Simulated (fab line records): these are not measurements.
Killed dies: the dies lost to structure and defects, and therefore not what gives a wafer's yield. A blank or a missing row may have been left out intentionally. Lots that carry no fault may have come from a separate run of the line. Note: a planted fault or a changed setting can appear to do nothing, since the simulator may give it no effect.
Chamber matching -- flow n5-finfet -- N5_BEOL_M6_CURE_74 on uv-cure-02 has 3 sister chambers
The step cures SiCOH lowk, time 240 s. 14 wafers are shown with their chamber, then 7 later ones without.

EACH WAFER AND ITS CHAMBER
wafer,chamber,wafer_temp_C_max,lamp-power-pct (%)
L076.1,2,388.1,52.24
L076.3,2,388.8,52.35
L076.6,2,388.2,52.36
L080.1,2,388.1,52.36
L080.2,2,388.9,52.26
L080.6,2,389.1,52.24
L080.3,2,388.1,52.30
L080.4,2,387.7,52.38
L080.5,2,388.6,52.30
L081.2,1,387.6,52.32
L081.4,1,386.6,52.45
L081.5,1,387.8,52.39
L083.2,0,386.1,52.28
L083.4,0,386.2,52.31

SIGNATURES (means of the wafers above)
reading,chamber 0,chamber 1,chamber 2,scatter within a chamber
wafer_temp_C_max,386.150,387.333,388.400,0.484
lamp-power-pct,52.2950,52.3867,52.3100,0.0547
Rule: for a wafer and a chamber, the distance is found by dividing, reading by reading, the gap between the wafer's reading and the chamber's mean by the reading's scatter, squaring, summing and taking the root. If the next closest chamber is less than 2 further off than the closest, the wafer can't be placed; otherwise it belongs to the closest. The scatter: the root of (the sum of the squares of (reading less its chamber's mean) over the shown wafers, divided by (wafers less chambers)).

WAFERS WITHOUT THEIR CHAMBER
wafer,wafer_temp_C_max,lamp-power-pct (%)
L083.5,387.2,52.36
L091.2,386.8,52.26
L091.4,387.5,52.31
L091.6,387.1,52.44
L092.2,386.8,52.28
L092.5,386.6,52.36
L092.6,386.2,52.37

WHICH CHAMBER EACH ONE RAN IN
wafer,from the rows above,in truth
L083.5,can't be placed: 1 or 0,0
L091.2,can't be placed: 0 or 1 or 2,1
L091.4,can't be placed: 1 or 2 or 0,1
L091.6,1,1
L092.2,can't be placed: 0 or 1 or 2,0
L092.5,can't be placed: 0 or 1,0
L092.6,can't be placed: 0 or 1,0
1 of 7 placed correctly. Cannot be placed on the basis of these rows: 6; the candidates contain the true chamber in 6. 0 placed wrongly.
